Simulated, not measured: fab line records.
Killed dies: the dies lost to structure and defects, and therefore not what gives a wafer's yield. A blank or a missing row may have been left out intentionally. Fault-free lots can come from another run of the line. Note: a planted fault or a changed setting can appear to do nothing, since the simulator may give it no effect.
fab line records	flow n5_finfet
record: lots: 7	wafers: 21	last_day: 18
route steps=1938 shown BEOL_M12@1647 BEOL_M13@1659
lots that met no fault: from a run of the same line without faults
start_h: start of the lot's first displayed wafer, in hours after the record's first day	wait_h: hours from the lot's prior step to this one	" as in the row above	L1.1+2: several wafers, shown together as one row	- either no value or no given start	* or withheld: withheld	< > ~ a bound
route shown NAME@n: NAME is a module with steps in the file, n the number in the route of the first one	usual: average and standard deviation across the fault-free wafers	same: alike in all rows	chamber/n: place in a boat	sites: each site's reading	_std_site: how widely they spread, as a standard deviation	_edge_site: outer sites' mean less inner sites'	radius_mm: for every site, how far away it sits from the centre of the wafer	mask NAME#n: copy n	behind: tool/chamber where the wafer was last shaped	hold: why the lot was held/for how many hours/how that ended	device: names the non-switching transistor (n, p or np)	end of line: the route-end tests of the same wafers	step lacking rows: just its recipe	killed: the dies lost at the first sort to structure and to defects; this is not the yield of the wafer	map: a wafer's dies, x killed, . not, _ none there
set.NAME: the run value of the setting; set.NAME@STEP: its run value at that earlier step	model.NAME: the simulator's own value behind a step, which no gauge read
a table for each step, a row for each wafer; lots at some steps of the route
services: when a tool's chamber went out of use (start_h, in hours from the record's first day, below 0 if earlier), for how many hours, and the reason
== steps ==
step: N5_BEOL_M12_PRE_CLEAN_42
recipe: gas: H2/He	time_s: 30	temp_c: 250
step: N5_BEOL_M12_SPUTTER_43
recipe: material: TaN	target_thk_a: 150	temp_c: 50	bias_v: 168.6	power_w: 15000	chamber_pressure_pa: 0.12	time_s: 24.19
usual: throttle_valve_pct: 30.2/1.3
lot.wafer	tool	chamber	start_h	wait_h	throttle_valve_pct
L126.2	pvd_sputter-02	-	263.00	0.0	30.8
L126.3	"	-	"	"	30.5
L126.5	"	-	"	"	30.8
L128.1	pvd_sputter-03	-	266.93	0.0	30.9
L128.3	"	-	"	"	32.0
L128.5	"	-	"	"	31.4
L127.4	pvd_sputter-02	-	279.54	0.0	31.0
L127.5	"	-	"	"	29.0
L127.6	"	-	"	"	30.7
L138.1	pvd_sputter-03	-	338.78	0.0	31.6
L138.2	"	-	"	"	31.2
L138.5	"	-	"	"	31.3
L137.1	pvd_sputter-02	-	348.81	0.0	30.3
L137.4	"	-	"	"	30.9
L137.6	"	-	"	"	28.9
L143.1	pvd_sputter-03	-	374.77	0.0	31.6
L143.4	"	-	"	"	31.0
L143.6	"	-	"	"	31.1
L144.1	pvd_sputter-02	-	380.69	0.0	30.7
L144.3	"	-	"	"	30.3
L144.6	"	-	"	"	30.3
step: N5_BEOL_M12_SPUTTER_44
recipe: material: Ta	target_thk_a: 100	temp_c: 50	bias_v: 80	power_w: 15000	chamber_pressure_pa: 0.07	time_s: 16.13
step: N5_BEOL_M12_SPUTTER_45
recipe: material: Cu	target_thk_a: 800	temp_c: -20	bias_v: 60	power_w: 26000	chamber_pressure_pa: 0.13	time_s: 13.33
step: N5_BEOL_M12_ECD_47
recipe: material: Cu	target_thk_a: 7200
step: N5_BEOL_M12_ANNEAL_48
recipe: temp_c: 225	time_s: 90	ambient: N2
usual: wafer_temp_C_max: 226.01/0.24
lot.wafer	tool	chamber	start_h	wait_h	wafer_temp_C_max
L126.2	rtp_anneal-02	0	263.65	0.3	226.12
L126.3	"	0	"	"	225.98
L126.5	"	0	"	"	226.27
L128.1	rtp_anneal-01	0	267.63	0.4	225.59
L128.3	"	0	"	"	226.12
L128.5	"	0	"	"	225.76
L127.4	rtp_anneal-02	0	280.92	1.0	226.32
L127.5	"	0	"	"	225.84
L127.6	"	0	"	"	225.87
L138.1	rtp_anneal-02	0	339.20	0.1	226.42
L138.2	"	0	"	"	226.13
L138.5	"	0	"	"	226.10
L137.1	rtp_anneal-02	0	349.33	0.2	226.07
L137.4	"	0	"	"	226.24
L137.6	"	0	"	"	226.27
L143.1	rtp_anneal-01	0	375.20	0.1	225.54
L143.4	"	0	"	"	226.09
L143.6	"	0	"	"	225.90
L144.1	rtp_anneal-02	0	381.11	0.1	225.93
L144.3	"	0	"	"	226.14
L144.6	"	0	"	"	225.87
step: N5_BEOL_M12_CMP_49
recipe: stop_on: SiOC	t_overpolish_s: 20.6	down_force_psi: 1	platen_rpm: 50	clearing_platen_down_force_psi: 1.5	clearing_platen_rpm: 50	post_cmp_clean: cu_alkaline	target_thk_nm: 320	clearing_platen_pad_velocity_m_s: 0.99484	pad_velocity_m_s: 0.99484
usual: barrier_field_endpoint_s: 30.1/0.94	motor_current_A: 6.2/0.6	overpolish_run_s: 20.599/0.0087	slurry_flow_ml_min: 150.0/0.44
lot.wafer	tool	chamber	start_h	wait_h	barrier_field_endpoint_s	motor_current_A	overpolish_run_s	slurry_flow_ml_min
L126.2	cmp-03	3	263.90	0.2	30.2	5.9	20.616	150.8
L126.3	"	2	"	"	31.0	7.1	20.591	150.2
L126.5	"	3	"	"	29.7	6.1	20.599	150.6
L128.1	cmp-04	1	268.23	0.5	29.4	6.1	20.602	150.8
L128.3	"	3	"	"	28.3	5.9	20.604	149.6
L128.5	"	0	"	"	30.4	6.4	20.600	150.3
L127.4	cmp-01	0	281.33	0.3	30.3	6.6	20.615	149.2
L127.5	"	1	"	"	28.2	5.2	20.594	150.4
L127.6	"	2	"	"	29.0	5.5	20.597	150.3
L138.1	cmp-01	2	339.54	0.3	28.8	5.6	20.592	149.8
L138.2	"	0	"	"	31.2	6.7	20.601	149.6
L138.5	"	1	"	"	29.1	5.4	20.588	150.2
L137.1	cmp-01	1	349.63	0.3	29.5	5.2	20.592	150.2
L137.4	"	3	"	"	30.8	6.7	20.600	149.5
L137.6	"	2	"	"	30.2	5.8	20.589	149.2
L143.4	cmp-01	2	375.49	0.1	29.0	5.6	20.602	150.1
L143.1	"	1	"	"	28.2	5.4	20.599	151.1
L143.6	"	3	"	"	30.1	6.6	20.607	150.6
L144.1	cmp-03	0	381.48	0.3	30.7	6.1	20.594	149.5
L144.3	"	1	"	"	30.9	6.4	20.607	149.8
L144.6	"	3	"	"	30.7	5.8	20.605	150.4
step: N5_BEOL_M12_THK_MEAS_50
recipe: thk_meas_gauge: xrf	reads: Cu_of_BEOL_M12_ECD_47
usual: M12_THK: 317/5.7
lot.wafer	tool	chamber	start_h	wait_h	M12_THK[nm]
L126.2	film_metro-01	-	264.19	-	305
L126.3	"	-	"	"	303
L126.5	"	-	"	"	314
L128.1	film_metro-01	-	268.49	-	317
L128.3	"	-	"	"	313
L128.5	"	-	"	"	317
L127.4	film_metro-02	-	281.51	-	327
L127.5	"	-	"	"	326
L127.6	"	-	"	"	323
L138.1	film_metro-02	-	339.80	-	317
L138.2	"	-	"	"	319
L138.5	"	-	"	"	325
L137.1	film_metro-02	-	349.92	-	314
L137.4	"	-	"	"	315
L137.6	"	-	"	"	317
L143.1	film_metro-02	-	375.79	-	320
L143.4	"	-	"	"	313
L143.6	"	-	"	"	312
L144.1	film_metro-01	-	381.70	-	318
L144.3	"	-	"	"	321
L144.6	"	-	"	"	302
step: N5_BEOL_M12_PRE_CLEAN_52
recipe: gas: NH3	time_s: 15	temp_c: withheld	rf_power_w: 300
step: N5_BEOL_M12_DEP_53
recipe: material: SiCN	target_thk_a: 300	temp_c: withheld	precursor: 3MS/NH3	pressure_torr: 3	rf_w: 675	time_s: 10.5
step: N5_BEOL_M12_RS_MEAS_54
recipe: thk_meas_gauge: four-point-probe	reads: Cu_of_BEOL_M12_ECD_47+Ta_of_BEOL_M12_SPUTTER_44+TaN_of_BEOL_M12_SPUTTER_43
usual: M12_RS: 0.0603/0.0012
lot.wafer	tool	chamber	start_h	wait_h	M12_RS[ohm/sq]
L126.2	film_metro-02	-	264.32	0.0	0.0622
L126.3	"	-	"	"	0.0630
L126.5	"	-	"	"	0.0602
L128.1	film_metro-01	-	268.61	0.0	0.0602
L128.3	"	-	"	"	0.0608
L128.5	"	-	"	"	0.0598
L127.4	film_metro-02	-	281.64	0.0	0.0587
L127.5	"	-	"	"	0.0587
L127.6	"	-	"	"	0.0596
L138.1	film_metro-02	-	339.92	0.0	0.0602
L138.2	"	-	"	"	0.0602
L138.5	"	-	"	"	0.0587
L137.1	film_metro-01	-	350.05	0.0	0.0616
L137.4	"	-	"	"	0.0611
L137.6	"	-	"	"	0.0610
L143.1	film_metro-02	-	375.91	0.0	0.0606
L143.4	"	-	"	"	0.0615
L143.6	"	-	"	"	0.0616
L144.1	film_metro-01	-	381.83	0.0	0.0598
L144.3	"	-	"	"	0.0590
L144.6	"	-	"	"	0.0631
step: N5_BEOL_M12_INSPECT_55
recipe: inspect_instrument: darkfield	mode: post_dep
usual: raw_defect_count: 70/22
lot.wafer	tool	chamber	start_h	wait_h	raw_defect_count
L126.2	defect_inspect-02	-	264.34	0.0	30
L126.3	"	-	"	"	26
L126.5	"	-	"	"	40
L128.1	defect_inspect-02	-	268.64	0.0	102
L128.3	"	-	"	"	87
L128.5	"	-	"	"	80
L127.4	defect_inspect-02	-	281.66	0.0	81
L127.5	"	-	"	"	64
L127.6	"	-	"	"	77
L138.1	defect_inspect-02	-	339.95	0.0	96
L138.2	"	-	"	"	62
L138.5	"	-	"	"	95
L137.1	defect_inspect-01	-	350.07	0.0	47
L137.4	"	-	"	"	52
L137.6	"	-	"	"	51
L143.1	defect_inspect-01	-	375.94	0.0	56
L143.4	"	-	"	"	57
L143.6	"	-	"	"	43
L144.1	defect_inspect-02	-	381.85	0.0	80
L144.3	"	-	"	"	53
L144.6	"	-	"	"	60
step: N5_BEOL_M13_ILD_DEP_00
recipe: material: SiOC	target_thk_a: 8379.2	temp_c: 350	precursor: DEMS/O2	pressure_torr: 5	rf_w: 500	time_s: 166.4
usual: chamber_pressure_Torr: 5.001/0.0099	heater_power_outer_w: 270/63	heater_power_w: 516/110	showerhead_plenum_p_Torr: 5.701/0.011	throttle_valve_pct: 11.6/0.42
lot.wafer	tool	chamber	start_h	wait_h	chamber_pressure_Torr	heater_power_outer_w	heater_power_w	showerhead_plenum_p_Torr	throttle_valve_pct
L126.2	pecvd-02	0	264.38	0.0	-	-	-	-	-
L126.3	"	2	"	"	-	-	-	-	-
L126.5	"	2	"	"	-	-	-	-	-
L128.1	pecvd-02	0	268.68	0.0	-	-	-	-	-
L128.3	"	2	"	"	-	-	-	-	-
L128.5	"	2	"	"	-	-	-	-	-
L127.4	pecvd-01	2	281.76	0.1	-	-	-	-	-
L127.5	"	0	"	"	-	-	-	-	-
L127.6	"	1	"	"	-	-	-	-	-
L138.1	pecvd-01	0	339.98	0.0	5.004	357	653	5.706	11.2
L138.2	"	1	"	"	5.002	289	551	5.720	12.3
L138.5	"	0	"	"	5.008	401	698	5.688	11.5
L137.1	pecvd-02	0	350.11	0.0	4.983	279	549	5.708	11.6
L137.4	"	2	"	"	5.007	319	597	5.698	11.1
L137.6	"	0	"	"	4.990	304	585	5.722	11.8
L143.1	pecvd-02	0	375.97	0.0	5.006	312	592	5.696	12.1
L143.4	"	1	"	"	5.004	197	356	5.702	11.2
L143.6	"	2	"	"	5.011	294	551	5.700	11.0
L144.1	pecvd-02	0	381.89	0.0	5.010	304	556	5.682	12.1
L144.3	"	1	"	"	5.011	153	306	5.725	11.6
L144.6	"	1	"	"	5.005	173	333	5.685	11.3
step: N5_BEOL_M13_COAT_58
recipe: resist: BARC	temp_c: 205	time_s: 60	spin_rpm: 1500	resist_thk_nm: 89
step: N5_BEOL_M13_COAT_04
recipe: spin_rpm: 1625	resist_thk_nm: 400
step: N5_BEOL_M13_EBR_06
recipe: solvent: PGMEA	ebr_width_mm: 1.5
step: N5_BEOL_M13_SOFTBAKE_05
recipe: temp_c: 130	time_s: 60
step: N5_BEOL_M13_EXPOSE_07
recipe: mask_id: V12	na: 0.93	source_shape: conventional	sigma_outer: 0.6	polarization: unpolarized	attpsm_phase_deg: 180	dose_mj: 24.8
step: N5_BEOL_M13_PEB_08
recipe: peb_temp_c: 130	peb_time_s: 90
step: N5_BEOL_M13_DEVELOP_09
recipe: develop_time_s: 45	rinse_liquid: diw	dry: air_spin	dev_temp_c: 21
step: N5_BEOL_M13_HARDBAKE_14
recipe: temp_c: 130	time_s: 120
step: N5_BEOL_M13_CD_MEAS_10
recipe: target_cd_nm: 190	landing_energy_ev: 500	detector: se_inlens	polarity: opening
usual: cd_nm: 189.8/1.6
lot.wafer	tool	chamber	start_h	wait_h	cd_nm
L126.2	cd_sem-01	0	264.84	-	191.9
L126.3	"	0	"	"	188.8
L126.5	"	0	"	"	191.0
L128.1	cd_sem-03	0	269.26	-	190.6
L128.3	"	0	"	"	191.9
L128.5	"	0	"	"	192.9
L127.4	cd_sem-01	0	282.28	-	188.5
L127.5	"	0	"	"	189.4
L127.6	"	0	"	"	190.6
L138.1	cd_sem-02	0	340.44	-	191.8
L138.2	"	0	"	"	190.5
L138.5	"	0	"	"	190.2
L137.1	cd_sem-01	0	350.56	-	192.5
L137.4	"	0	"	"	189.0
L137.6	"	0	"	"	189.5
L143.1	cd_sem-02	0	376.43	-	191.6
L143.4	"	0	"	"	191.3
L143.6	"	0	"	"	192.0
L144.1	cd_sem-03	0	382.47	-	190.0
L144.3	"	0	"	"	189.0
L144.6	"	0	"	"	188.3
step: N5_BEOL_M13_OVL_MEAS_11
recipe: points_per_wafer: 44
usual: V12_OVL: 0/4.2
same: points_per_wafer: 44
lot.wafer	tool	chamber	start_h	wait_h	V12_OVL[nm]
L126.2	overlay-01	0	264.87	0.0	5
L126.3	"	0	"	"	-3
L126.5	"	0	"	"	2
L128.1	overlay-01	0	269.29	0.0	3
L128.3	"	0	"	"	-5
L128.5	"	0	"	"	1
L127.4	overlay-01	0	282.31	0.0	-3
L127.5	"	0	"	"	-2
L127.6	"	0	"	"	0
L138.1	overlay-02	0	340.47	0.0	-1
L138.2	"	0	"	"	-3
L138.5	"	0	"	"	-3
L137.1	overlay-01	0	350.60	0.0	1
L137.4	"	0	"	"	1
L137.6	"	0	"	"	2
L143.1	overlay-01	0	376.46	0.0	-7
L143.4	"	0	"	"	0
L143.6	"	0	"	"	4
L144.1	overlay-02	0	382.50	0.0	6
L144.3	"	0	"	"	5
L144.6	"	0	"	"	7
step: N5_BEOL_M13_INSPECT_12
recipe: mode: adi	inspect_instrument: macro
usual: raw_defect_count: 1.9/1.3
lot.wafer	tool	chamber	start_h	wait_h	raw_defect_count
L126.2	defect_inspect-01	-	264.89	0.0	0
L126.3	"	-	"	"	1
L126.5	"	-	"	"	4
L128.1	defect_inspect-01	-	269.31	0.0	2
L128.3	"	-	"	"	3
L128.5	"	-	"	"	1
L127.4	defect_inspect-01	-	282.33	0.0	2
L127.5	"	-	"	"	0
L127.6	"	-	"	"	1
L138.1	defect_inspect-02	-	340.49	0.0	3
L138.2	"	-	"	"	3
L138.5	"	-	"	"	1
L137.1	defect_inspect-01	-	350.62	0.0	2
L137.4	"	-	"	"	3
L137.6	"	-	"	"	0
L143.1	defect_inspect-02	-	376.48	0.0	2
L143.4	"	-	"	"	2
L143.6	"	-	"	"	6
L144.1	defect_inspect-02	-	382.52	0.0	1
L144.3	"	-	"	"	0
L144.6	"	-	"	"	0
step: N5_BEOL_M13_DESCUM_15
recipe: chemistry: O2	time_s: 7.9	source_power_w: 50	bias_power_w: 20	pressure_mtorr: 20	rf_frequency_hz: 2.712e+07	temp_c: 40	o2_flow_sccm: 225
usual: drypump_motor_current_A: 5.9/0.45	oes_product_au: 0.77/0.088	rf_vpp_V: 242.7/1.6	showerhead_plenum_p_Torr: 2.06/0.092	temp_c: 39.98/0.12	throttle_valve_pct: 20.4/0.31
lot.wafer	tool	chamber	start_h	wait_h	drypump_motor_current_A	oes_product_au	rf_hours_counter_h	rf_vpp_V	showerhead_plenum_p_Torr	temp_c	throttle_valve_pct
L126.2	rie_diel-01	3	264.92	0.0	5.4	0.75	161	242.6	2.08	39.90	20.8
L126.3	"	2	"	"	5.4	0.71	211	243.2	2.19	39.93	20.8
L126.5	"	0	"	"	5.5	0.68	-	242.6	2.06	40.12	20.7
L128.1	rie_diel-01	2	269.63	0.3	5.4	0.71	213	243.6	2.19	39.94	20.8
L128.3	"	3	"	"	5.4	0.75	163	244.0	2.08	39.96	20.8
L128.5	"	2	"	"	5.4	0.71	-	244.6	2.19	39.98	20.7
L127.4	rie_diel-01	3	282.38	0.0	5.5	0.75	-	241.9	2.08	39.74	20.8
L127.5	"	2	"	"	5.4	0.70	-	244.2	2.19	40.01	20.8
L127.6	"	1	"	"	5.5	0.89	-	243.5	2.11	39.97	20.3
L138.1	rie_diel-01	3	340.53	0.0	5.4	0.73	187	241.8	2.08	39.85	20.8
L138.2	"	1	"	"	5.5	0.85	46	244.5	2.10	40.11	20.3
L138.5	"	2	"	"	5.4	0.69	-	245.5	2.18	40.03	20.8
L137.1	rie_diel-06	0	350.66	0.0	6.5	0.72	237	241.6	1.98	39.97	20.3
L137.4	"	3	"	"	5.9	0.73	177	241.0	1.91	39.86	20.1
L137.6	"	3	"	"	5.9	0.73	-	241.1	1.91	39.93	20.1
L143.1	rie_diel-01	2	376.52	0.0	5.4	0.67	247	243.7	2.18	39.98	20.8
L143.4	"	0	"	"	5.5	0.91	21	242.0	2.06	40.09	20.4
L143.6	"	2	"	"	5.4	0.68	-	243.2	2.18	40.13	20.8
L144.1	rie_diel-06	1	382.56	0.0	6.5	0.81	94	243.6	2.17	40.08	20.3
L144.3	"	3	"	"	5.9	0.73	187	241.2	1.90	40.08	20.1
L144.6	"	3	"	"	5.9	0.72	-	240.5	1.90	40.08	20.1
step: N5_BEOL_M13_ETCH_59
recipe: chemistry: N2/H2	target: BARC	target_depth_a: 890	overetch_a: 267	time_s: 67.9	ion_energy_ev: 200	pressure_mtorr: 30	source_w: 840	bias_w: 150	n2_flow_sccm: 200	h2_flow_sccm: 200
step: N5_BEOL_M13_VIA_ETCH_16
recipe: chemistry: C4F8/O2/Ar	target: SiOC	pressure_mtorr: 30	source_w: 3000	bias_w: 700	Ar_flow_sccm: 400	C4F8_flow_sccm: 15	O2_flow_sccm: 8	he_inner_torr: 15	he_outer_torr: 30	target_depth_a: 9217	time_s: withheld	ion_energy_ev: 250	ends: cleared
usual: drypump_motor_current_A: 5.9/0.45	mfc_ar_sccm: 400.0/1.3	oes_product_au: 0.70/0.078	rf_vpp_V: 664/4.2	showerhead_plenum_p_Torr: 3.39/0.14	throttle_valve_pct: 24.28/0.24
lot.wafer	tool	chamber	start_h	wait_h	drypump_motor_current_A	mfc_ar_sccm	oes_product_au	rf_vpp_V	showerhead_plenum_p_Torr	throttle_valve_pct	model.etch.depth_nm	model.coat_of_BEOL_M13_COAT_04.thk_nm
L126.2	rie_diel-01	3	265.01	0.0	5.4	399.5	0.28	666	3.41	24.49	0	313
L126.3	"	2	"	"	5.4	400.2	0.27	668	3.52	24.22	0	315
L126.5	"	0	"	"	5.5	400.1	0.26	666	3.39	24.43	0	314.4
L128.1	rie_diel-01	2	269.72	0.0	5.4	399.4	0.27	667	3.52	24.21	0	314.4
L128.3	"	3	"	"	5.4	398.4	0.28	667	3.41	24.48	0	312.2
L128.5	"	2	"	"	5.4	400.5	0.27	668	3.52	24.22	0	315
L127.4	rie_diel-01	3	282.56	0.1	5.4	401.0	0.27	665	3.41	24.47	0	311.6
L127.5	"	2	"	"	5.4	401.1	0.26	669	3.52	24.24	0	315.6
L127.6	"	1	"	"	5.5	402.9	0.33	666	3.49	24.21	0	310.2
L138.1	rie_diel-01	3	340.61	0.0	5.4	400.6	0.65	664	3.40	24.63	831.2	74.6
L138.2	"	1	"	"	5.5	400.2	0.78	667	3.48	24.36	826.9	72.6
L138.5	"	2	"	"	5.4	398.7	0.62	669	3.51	24.36	840.4	73.6
L137.1	rie_diel-06	0	350.74	0.0	6.5	400.8	0.65	660	3.25	23.95	844.3	68.6
L137.4	"	3	"	"	5.9	400.9	0.66	659	3.16	24.01	832.8	70.4
L137.6	"	3	"	"	5.9	401.3	0.66	659	3.16	24.00	855.1	65.2
L143.1	rie_diel-01	2	376.60	0.0	5.4	399.9	0.61	669	3.50	24.38	829.4	77.8
L143.4	"	0	"	"	5.5	398.4	0.82	663	3.37	24.26	839.1	71.6
L143.6	"	2	"	"	5.4	400.7	0.61	668	3.50	24.38	823.7	79.2
L144.1	rie_diel-06	1	382.64	0.0	6.5	400.7	0.73	671	3.59	24.30	840.5	70.4
L144.3	"	3	"	"	5.9	401.4	0.65	657	3.16	24.02	825.6	70.6
L144.6	"	3	"	"	5.9	399.6	0.65	658	3.16	24.00	840	67.6
step: N5_BEOL_M13_STRIP_63
recipe: chemistry: N2/H2	power_w: 1000	temp_c: 250	h2_frac: 0.65	overash_fraction: 0.3	pressure_mtorr: 1000	n2_flow_sccm: 1750	h2_flow_sccm: 3250
usual: drypump_motor_current_A: 5.53/0.18	heater_power_w: 341/29	oes_product_au: 0.675/0.0049	strip_time_to_endpoint_s: 28.2/1.2	temp_c: 249.99/0.19
lot.wafer	tool	chamber	start_h	wait_h	drypump_motor_current_A	heater_power_w	oes_product_au	rf_hours_counter_h	strip_time_to_endpoint_s	temp_c
L126.2	plasma_asher-02	0	265.25	-	5.66	336	0.865	123	91.3	249.56
L126.3	"	0	"	"	5.63	336	0.867	-	91.8	250.04
L126.5	"	1	"	"	5.55	347	0.868	-	91.6	249.75
L128.1	plasma_asher-02	0	269.96	-	5.64	339	0.860	124	91.6	249.86
L128.3	"	1	"	"	5.58	347	0.852	-	91.1	249.89
L128.5	"	0	"	"	5.65	325	0.856	-	91.8	250.47
L127.4	plasma_asher-01	0	282.71	-	5.27	376	0.869	-	90.9	249.68
L127.5	"	1	"	"	5.70	304	0.860	-	91.9	249.81
L127.6	"	0	"	"	5.26	381	0.871	-	90.6	250.07
L138.1	plasma_asher-01	1	340.85	-	5.69	312	0.673	90	29.0	249.97
L138.2	"	0	"	"	5.26	372	0.679	90	28.4	249.67
L138.5	"	1	"	"	5.70	303	0.683	-	28.7	249.79
L137.1	plasma_asher-01	1	350.98	-	5.69	310	0.667	91	27.3	249.82
L137.4	"	1	"	"	5.69	302	0.681	-	27.8	249.75
L137.6	"	1	"	"	5.70	310	0.678	-	26.2	250.09
L143.1	plasma_asher-01	0	376.84	-	5.26	382	0.681	96	30.0	249.86
L143.4	"	0	"	"	5.26	379	0.672	-	28.1	250.07
L143.6	"	0	"	"	5.29	375	0.676	-	30.3	249.85
L144.1	plasma_asher-02	0	382.88	-	5.63	342	0.673	147	27.8	250.00
L144.3	"	0	"	"	5.62	329	0.680	-	27.9	250.20
L144.6	"	0	"	"	5.63	335	0.667	-	26.9	250.11
step: N5_BEOL_M13_STRIP_64
recipe: chemistry: N2/H2	power_w: 1000	temp_c: 250	h2_frac: 0.65	overash_fraction: 0.3	pressure_mtorr: withheld	n2_flow_sccm: 1750	h2_flow_sccm: 3250
usual: drypump_motor_current_A: 5.54/0.17	heater_power_w: 342/29	oes_product_au: 0.714/0.0049	strip_time_to_endpoint_s: 31.30/0.075	temp_c: 249.98/0.18
lot.wafer	tool	chamber	start_h	wait_h	drypump_motor_current_A	heater_power_w	oes_product_au	rf_hours_counter_h	strip_time_to_endpoint_s	temp_c
L126.2	plasma_asher-02	0	265.31	0.0	5.65	337	0.718	123	31.28	250.05
L126.3	"	0	"	"	5.64	343	0.719	-	31.28	250.00
L126.5	"	1	"	"	5.56	349	0.715	-	31.22	249.77
L128.1	plasma_asher-02	0	270.02	0.0	5.63	336	0.714	124	31.26	249.90
L128.3	"	1	"	"	5.55	343	0.721	-	31.29	250.16
L128.5	"	0	"	"	5.64	328	0.710	-	31.16	250.10
L127.4	plasma_asher-01	0	282.77	0.0	5.29	382	0.722	-	31.36	250.16
L127.5	"	1	"	"	5.71	304	0.714	-	31.30	249.73
L127.6	"	0	"	"	5.29	375	0.723	-	31.42	249.86
L138.1	plasma_asher-01	1	340.91	0.0	5.71	311	0.727	90	31.39	249.99
L138.2	"	0	"	"	5.28	376	0.711	90	31.30	249.55
L138.5	"	1	"	"	5.72	301	0.716	-	31.38	249.81
L137.1	plasma_asher-01	1	351.04	0.0	5.68	307	0.707	91	31.28	250.05
L137.4	"	1	"	"	5.68	302	0.708	-	31.30	250.16
L137.6	"	1	"	"	5.68	302	0.717	-	31.31	250.04
L143.1	plasma_asher-01	0	376.90	0.0	5.27	372	0.709	96	31.42	250.12
L143.4	"	0	"	"	5.30	377	0.715	-	31.37	249.87
L143.6	"	0	"	"	5.30	374	0.719	-	31.45	249.80
L144.1	plasma_asher-02	0	382.94	0.0	5.60	330	0.708	147	31.30	250.03
L144.3	"	0	"	"	5.65	329	0.717	-	31.26	250.08
L144.6	"	0	"	"	5.64	335	0.717	-	31.31	250.10
step: N5_BEOL_M13_STRIP_71
recipe: chemistry: post_etch_residue_remover	time_s: 60	temp_c: 25	remover_ph: withheld	remover_water_wt_pct: withheld	remover_fluoride_wt_pct: withheld
step: N5_BEOL_M13_SRD_72
recipe: time_s: 30	temp_c: 23	rinse_liquid: diw	dry: n2_spin	spin_rpm: 1500	dry_time_s: 30
step: N5_BEOL_M13_CD_MEAS_17
recipe: target_cd_nm: 190	polarity: opening
usual: cd_nm: 190.2/1.9
lot.wafer	tool	chamber	start_h	wait_h	cd_nm
L126.2	cd_sem-03	-	265.46	0.0	-
L126.3	"	-	"	"	-
L126.5	"	-	"	"	-
L128.1	cd_sem-01	-	270.17	0.0	-
L128.3	"	-	"	"	-
L128.5	"	-	"	"	-
L127.4	cd_sem-03	-	282.90	0.0	-
L127.5	"	-	"	"	-
L127.6	"	-	"	"	-
L138.1	cd_sem-02	-	341.06	0.0	190.6
L138.2	"	-	"	"	191.9
L138.5	"	-	"	"	190.3
L137.1	cd_sem-02	-	351.19	0.0	192.7
L137.4	"	-	"	"	188.0
L137.6	"	-	"	"	189.2
L143.1	cd_sem-03	-	377.05	0.0	192.4
L143.4	"	-	"	"	190.4
L143.6	"	-	"	"	191.8
L144.1	cd_sem-02	-	383.09	0.0	188.6
L144.3	"	-	"	"	188.5
L144.6	"	-	"	"	189.8
step: N5_BEOL_M13_COAT_65
recipe: resist: SOC	temp_c: 250	time_s: 60	spin_rpm: 1500	resist_thk_nm: 350
== services ==
tool	chamber	start_h	hours	kind
pecvd-02	-	240.84	1.9	repair
cmp-04	-	243.09	7.8	pm
pecvd-01	-	243.67	0.6	repair
cmp-01	-	249.27	0.4	repair
plasma_asher-02	-	253.43	0.5	repair
cmp-04	-	254.72	11.9	pm
rie_diel-01	0	267.70	-	clean
rie_diel-01	0	267.70	-	consumable_replace:focus_ring
rie_diel-01	0	267.70	39.1	scheduled_down
cmp-01	-	267.77	4.0	pm
cmp-03	-	273.50	26.7	repair
rie_diel-01	1	293.98	4.3	repair
cmp-04	-	301.98	4.0	pm
cmp-03	-	302.15	15.6	pm
cmp-01	-	324.78	0.4	repair
cmp-03	-	326.82	6.2	pm
plasma_asher-02	-	327.49	2.1	repair
rie_diel-01	-	333.66	2.8	pm
rtp_anneal-01	-	342.45	5.1	pm
cmp-03	-	354.59	0.9	repair
cmp-04	-	358.00	2.3	repair
pecvd-02	-	367.17	0.8	pm
rie_diel-06	2	371.77	13.6	repair
cmp-03	-	377.29	1.1	repair
== key ==
first_sign: step: N5_BEOL_M13_ILD_DEP_00	reading: tool_record	direction: missing
effect: step: N5_BEOL_M13_VIA_ETCH_16	reading: oes_product_au	direction: down	sigmas: 5.3	usual: 0.70	struck: 0.28
effect: step: N5_BEOL_M13_STRIP_63	reading: strip_time_to_endpoint_s	direction: up	sigmas: 51	usual: *	struck: *
effect: step: N5_BEOL_M13_CD_MEAS_17	reading: cd_nm	direction: missing
model_effect: step: N5_BEOL_M13_VIA_ETCH_16	value: etch.depth_nm	without: 824.2	struck: 0
met_at N5_BEOL_M13_ILD_DEP_00
struck_wafers L126.2,L126.3,L126.5,L127.4,L127.5,L127.6,L128.1,L128.3,L128.5
later_rows_left_out L126.2,L126.3,L126.5,L127.4,L127.5,L127.6,L128.1,L128.3,L128.5
sort_left_out L126.2,L126.3,L126.5,L127.4,L127.5,L127.6,L128.1,L128.3,L128.5
fault: kind: skipped_step_whole	tool: pecvd-01,pecvd-02	chamber: -	onset_h: 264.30	steps: N5_BEOL_M13_ILD_DEP_00	scope: struck_lots_only
sort_left_out: the simulated sort isn't trusted on such a fault, so these wafers' sort isn't shown, and their yield isn't known
later_rows_left_out: the simulator's readings of these wafers behind a module that went badly wrong aren't trusted and aren't shown, but for the sort
